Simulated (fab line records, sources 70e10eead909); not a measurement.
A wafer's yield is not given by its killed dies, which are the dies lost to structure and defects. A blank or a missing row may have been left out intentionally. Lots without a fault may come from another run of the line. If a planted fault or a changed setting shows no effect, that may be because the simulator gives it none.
Check of tool commonality | flow nand_harc | 13 lots, 39 wafers sampled

## THE REASON FOR OPENING IT
Flagged at NHARC_A_ONON_D2_THK_MEAS_02: reading thk_nm, on 2 of 13 lots. Wafers without a fault read 1002 nm, standard deviation 10.
Rule: a lot is flagged in two cases, either no wafer of it has a number, or all its wafers with numbers fall more than 4 standard deviations from that mean. The other lots count as sound.

lot  | measured     | on            | thk_nm (nm), wafer by wafer | flag
L404 | day 12 11:05 | film_metro-02 | 1003 1004 1005              |
L403 | day 12 11:26 | film_metro-02 | 1012 1013 1012              |
L405 | day 13 07:31 | film_metro-01 | 985 987 986                 |
L406 | day 13 19:14 | film_metro-01 | 1007 1007 1005              |
L411 | day 15 19:38 | film_metro-01 | 366 365 366                 | FLAGGED
L413 | day 16 01:53 | film_metro-02 | 1001 1000 999               |
L412 | day 16 01:53 | film_metro-01 | 379 382 379                 | FLAGGED
L418 | day 18 23:52 | film_metro-01 | 1008 1011 1012              |
L419 | day 19 06:22 | film_metro-01 | 1007 1007 1006              |
L420 | day 20 02:01 | film_metro-01 | 1001 1000 999               |
L422 | day 20 13:28 | film_metro-01 | 1002 1003 1001              |
L425 | day 21 01:55 | film_metro-01 | 992 990 991                 |
L424 | day 21 02:02 | film_metro-02 | 1011 1011 1009              |
The mean of the flagged lots' numbers is 373 nm, -629 nm from the usual (-63 standard deviations).

## LOT BY LOT: THE TOOL USED
Before the reading, the record contains 3 process steps out of a 1302-step route. Read each cell as the tool, then ch plus the chambers that the sampled wafers visited, then the start.
lot  | flag    | NHARC_A_CHANNEL_FILL_D1_ALD_03                 | NHARC_A_DECK1_JOINT_CMP_13    | NHARC_A_ONON_D2_DEP_00
L404 |         | ald_sin_batch-02 ch 0, day 10 22:38 or earlier | cmp-02 ch 0,2,3, day 11 09:07 | pecvd_onon-02 ch 0, day 12 10:38
L403 |         | ald_sin_batch-02 ch 0, day 10 22:37 or earlier | cmp-04 ch 1,2,3, day 11 09:05 | pecvd_onon-02 ch 0, day 12 10:59
L405 |         | ald_sin_batch-03 ch 0, day 11 13:44 or earlier | cmp-04 ch 0,3, day 12 00:05   | pecvd_onon-02 ch 0, day 13 07:04
L406 |         | ald_sin_batch-01 ch 0, day 12 09:02 or earlier | cmp-03 ch 0,1,2, day 12 19:22 | pecvd_onon-04 ch 0, day 13 18:48
L411 | FLAGGED | ald_sin_batch-01 ch 0, day 14 04:44 or earlier | cmp-02 ch 0,1, day 14 15:07   | pecvd_onon-04 ch 0, day 15 19:11
L413 |         | ald_sin_batch-03 ch 0, day 14 15:55 or earlier | cmp-03 ch 0,1,2, day 15 02:14 | pecvd_onon-02 ch 0, day 16 01:22
L412 | FLAGGED | ald_sin_batch-03 ch 0, day 14 15:55 or earlier | cmp-04 ch 0,1,2, day 15 02:13 | pecvd_onon-04 ch 0, day 16 01:23
L418 |         | ald_sin_batch-01 ch 0, day 17 03:34 or earlier | cmp-04 ch 0,1, day 17 13:55   | pecvd_onon-02 ch 0, day 18 23:32
L419 |         | ald_sin_batch-01 ch 0, day 17 13:00 or earlier | cmp-03 ch 0,1,2, day 17 23:24 | pecvd_onon-02 ch 0, day 19 05:58
L420 |         | ald_sin_batch-01 ch 0, day 18 12:08 or earlier | cmp-03 ch 1,2,3, day 18 22:22 | pecvd_onon-04 ch 0, day 20 01:37
L422 |         | ald_sin_batch-01 ch 0, day 19 03:21 or earlier | cmp-04 ch 0,1,2, day 19 13:42 | pecvd_onon-04 ch 0, day 20 13:00
L425 |         | ald_sin_batch-02 ch 0, day 19 17:05 or earlier | cmp-04 ch 2,3, day 20 03:28   | pecvd_onon-03 ch 0, day 21 01:32
L424 |         | ald_sin_batch-02 ch 0, day 19 17:08 or earlier | cmp-04 ch 1,2,3, day 20 03:21 | pecvd_onon-04 ch 0, day 21 01:34
What these steps do:
- NHARC_A_CHANNEL_FILL_D1_ALD_03: deposits SiNx, target thk 6 nm, pulse time 60 s, ald cycles 58.
- NHARC_A_DECK1_JOINT_CMP_13: polishes, target thk 51.023 nm.
- NHARC_A_ONON_D2_DEP_00: target thk 1000 nm.
- NHARC_A_ONON_D2_THK_MEAS_02: measures by ellipsometry.

## FLAGGED OVER TOTAL, TOOL BY TOOL (the gauges that took the reading come last)
step                           | tool             | lots run | flagged | share of the flagged lots | sound lots run after its first flagged lot
NHARC_A_CHANNEL_FILL_D1_ALD_03 | ald_sin_batch-01 | 6        | 1       | some                      | 4 (L418,L419,L420,L422)
NHARC_A_CHANNEL_FILL_D1_ALD_03 | ald_sin_batch-02 | 4        | 0       | none                      | -
NHARC_A_CHANNEL_FILL_D1_ALD_03 | ald_sin_batch-03 | 3        | 1       | some                      | 0
NHARC_A_DECK1_JOINT_CMP_13     | cmp-02           | 2        | 1       | some                      | 0
NHARC_A_DECK1_JOINT_CMP_13     | cmp-03           | 4        | 0       | none                      | -
NHARC_A_DECK1_JOINT_CMP_13     | cmp-04           | 7        | 1       | some                      | 4 (L418,L422,L424,L425)
NHARC_A_ONON_D2_DEP_00         | pecvd_onon-02    | 6        | 0       | none                      | -
NHARC_A_ONON_D2_DEP_00         | pecvd_onon-03    | 1        | 0       | none                      | -
NHARC_A_ONON_D2_DEP_00         | pecvd_onon-04    | 6        | 2       | all                       | 3 (L420,L422,L424)
NHARC_A_ONON_D2_THK_MEAS_02    | film_metro-01    | 9        | 2       | all                       | 5 (L418,L419,L420,L422,L425)
NHARC_A_ONON_D2_THK_MEAS_02    | film_metro-02    | 4        | 0       | none                      | -
NHARC_A_CHANNEL_FILL_D1_ALD_03: start missing for some lots; hours and lot order therefore follow NHARC_A_CHANNEL_FILL_D1_INSPECT_13.

## WHAT IS ALLOWED BY THE TABLE
pecvd_onon-04 at NHARC_A_ONON_D2_DEP_00 and film_metro-01 at NHARC_A_ONON_D2_THK_MEAS_02 are the 2 rows of the table that ran each flagged lot.
- pecvd_onon-04 at NHARC_A_ONON_D2_DEP_00: 2 of its 6 lots flagged. After the first flagged lot (L420, L422, L424), sound lots still ran on it; a lasting fault on the whole tool would not permit that.
- film_metro-01 at NHARC_A_ONON_D2_THK_MEAS_02: 2 of its 9 lots flagged. After the first flagged lot (L418, L419, L420, L422, L425), sound lots still ran on it; a lasting fault on the whole tool would not permit that.
Every row of the table either missed a flagged lot or ran a sound lot after the first.

## WHAT THE SIMULATOR PUT IN
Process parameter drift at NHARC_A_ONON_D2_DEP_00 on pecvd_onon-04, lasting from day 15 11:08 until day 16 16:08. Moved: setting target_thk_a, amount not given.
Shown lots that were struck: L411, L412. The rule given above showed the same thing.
